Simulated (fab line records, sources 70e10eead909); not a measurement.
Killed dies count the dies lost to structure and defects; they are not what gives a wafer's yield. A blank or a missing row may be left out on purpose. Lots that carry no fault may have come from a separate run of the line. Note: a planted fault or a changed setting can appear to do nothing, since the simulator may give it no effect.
Struck lot and sound lot, side by side	flow nandHarc	19 out of 1302 route steps
Sound: the wafers L801.3, L801.5, L801.6. Wafers L807.3, L807.5, L807.6 were the ones struck. The cause comes at the end.
Order at every step that has rows: each side's tool, ch and its chambers, its first start. Under that, the readings that differ: sound wafers	struck wafers	difference of the means	sigmas: that difference in standard deviations of wafers without a fault.
alike: readings whose means differ by less than 2 such deviations, and words and numbers that are the same on both sides. not compared: withheld readings, readings that some wafer has no value for, bounds like >300 that may hide the same value, and numbers for which the record gives no deviation and whose values overlap.
Wherever a step has rows on one side only, a row that says differs or no value, or a row with sigmas, the two part there. Non-overlapping numbers with no deviation appear without sigmas and do not part them. A reading that every wafer of one side lacks parts them only if that side has two wafers or more.

NHARC_P_GATE_ALD_36: deposits SiNx, target thk 20 nm, pulse time 60 s, ald cycles 223.
  sound on aldSin-04 ch 1,2, day 6 02:38; struck on aldSin-04 ch 0,3, day 8 08:30
  alike: heaterPowerW, precursorPulseHeightRel
NHARC_P_GATE_ETCHBACK_37: etches the open film in CHF3/O2, target depth 34.5 nm, time 17.2 s.
  sound: rieDiel-04 ch 1,2,3; struck: rieDiel-07 ch 1,2
  alike: drypumpMotorCurrentA, o2FlowSccm, oesProductAu, rfVppV, showerheadPlenumPTorr, throttleValvePct
  not compared: rfHoursCounterH
NHARC_P_GATE_STRIP_101: strips in O2, time 20 s.
  sound on rieDiel-04 ch 0,1,3, day 6 12:20; struck on rieDiel-07 ch 1,2, day 8 16:58
  alike: drypumpMotorCurrentA, o2FlowSccm, oesProductAu, rfVppV, showerheadPlenumPTorr, throttleValvePct
  not compared: rfHoursCounterH
then, 9 steps without rows for these wafers: NHARC_P_GATE_PRECLEAN_97 (cleans in SPM, time 600 s); NHARC_P_GATE_SRD_98; NHARC_P_GATE_PRECLEAN_99 (cleans in SC1); NHARC_P_GATE_SRD_100; NHARC_P_GATE_DEHYDRATE_38 (time 120 s); NHARC_P_GATE_HMDS_39 (time 30 s); NHARC_P_GATE_COAT_40; NHARC_P_GATE_SOFTBAKE_41 (time 95 s); NHARC_P_GATE_EBR_42.
NHARC_P_GATE_EXPOSE_43: exposes mask P NSD, target cd 720 nm.
  sound on krfScanner-03 ch 0, day 6 13:07; struck on krfScanner-02 ch 0, day 8 17:37
reading	sound	struck	difference	sigmas
mask	P_NSD#0 P_NSD#0 P_NSD#0	P_NSD_R1#0 P_NSD_R1#0 P_NSD_R1#0	differs	
then, 2 steps without rows for these wafers: NHARC_P_GATE_PEB_44 (peb time 85 s); NHARC_P_GATE_DEVELOP_45 (time 70 s).
NHARC_P_GATE_CD_MEAS_46: target cd 720 nm.
  sound on cdSem-02 ch 0, day 6 13:16; struck on cdSem-03 ch 0
reading	sound	struck	difference	sigmas
cdNm (nm)	722.2 720.7 724.8	708.0 708.5 711.2	-13.3	-6
  not compared: hold
NHARC_P_GATE_DESCUM_48: chemistry O2, time 3 s.
  sound on rieDiel-07 ch 1,2,3, day 6 13:26; struck on rieDiel-07 ch 0,1, day 8 21:35
reading	sound	struck	difference	sigmas
model.P_GATE.cdNm (nm)	722.5 720.8 724.9	706.8 707.7 711	-14.2	
  alike: drypumpMotorCurrentA, o2FlowSccm, oesProductAu, rfVppV, showerheadPlenumPTorr, throttleValvePct
  not compared: rfHoursCounterH
after that, 1 step had no rows for these wafers: NHARC_P_GATE_IMPLANT_49.
-- break in the record here, with 19 days between the starts of the struck wafers on either side (left off in module P_GATE, picked up again in module END, where the first step shown is number 1302 on the route) --
NHARC_END_SORT_01:
  sound on prober-02 ch 0, day 25 08:41; struck on prober-02 ch 0, day 27 18:23
  alike: killedAtArray, killedAtOther, killedAtPeriphery, killedDies, killedOpen, killedShort

WHERE THEY PART
Last at NHARC_P_GATE_CD_MEAS_46 as far as this record goes, first at NHARC_P_GATE_EXPOSE_43. Later steps at which nothing parts them and some readings are alike: NHARC_P_GATE_DESCUM_48, NHARC_END_SORT_01.

WHY: the cause the simulator had injected
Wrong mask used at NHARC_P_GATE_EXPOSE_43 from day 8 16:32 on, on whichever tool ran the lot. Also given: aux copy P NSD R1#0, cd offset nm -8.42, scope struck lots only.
